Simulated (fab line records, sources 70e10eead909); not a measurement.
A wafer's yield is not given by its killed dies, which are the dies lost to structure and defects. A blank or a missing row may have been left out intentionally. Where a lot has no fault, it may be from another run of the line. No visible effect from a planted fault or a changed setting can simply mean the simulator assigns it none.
Chamber matching    flow nandHarc    rieDiel-05 running NHARC_P_BONDPAD_ACTIVATE_29: 4 sister chambers
The step chemistry N2, time 60 s. 4 wafers are shown with their chamber, then 7 later ones without.

== WAFERS, EACH WITH ITS CHAMBER ==
wafer   chamber  rfVppV (V)
L085.5  2        64.1
L090.3  3        63.0
L092.3  0        66.0
L092.4  1        63.8

== WAFERS WHOSE CHAMBER IS MISSING ==
wafer   rfVppV (V)
L092.6  64.3
L096.1  62.3
L096.3  65.3
L096.6  64.1
L097.1  64.2
L097.2  64.5
L097.5  65.4

== EACH ONE'S CHAMBER ==
wafer   from the rows above           in truth
L092.6  can't be placed: 2 or 1       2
L096.1  can't be placed: 3 or 1       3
L096.3  can't be placed: 0 or 2 or 1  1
L096.6  can't be placed: 2 or 1       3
L097.1  can't be placed: 2 or 1       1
L097.2  can't be placed: 2 or 1       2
L097.5  can't be placed: 0 or 2       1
Correct placement for 0 of the 7. These rows do not allow placing 7 (true chamber among the candidates in 5). 0 placed wrongly.
How it was worked out, from the rows above alone: a wafer's distance from a chamber is the root of the sum, over the readings, of the square of ((its reading less the chamber's mean) divided by the reading's scatter). If the next closest chamber is less than 2 further off than the closest, the wafer can't be placed; otherwise it belongs to the closest. A chamber's mean is the mean of its shown wafers. The scatter: with one shown wafer a chamber, the root of the mean of the squares of how far each hidden wafer lies from its nearest shown one.
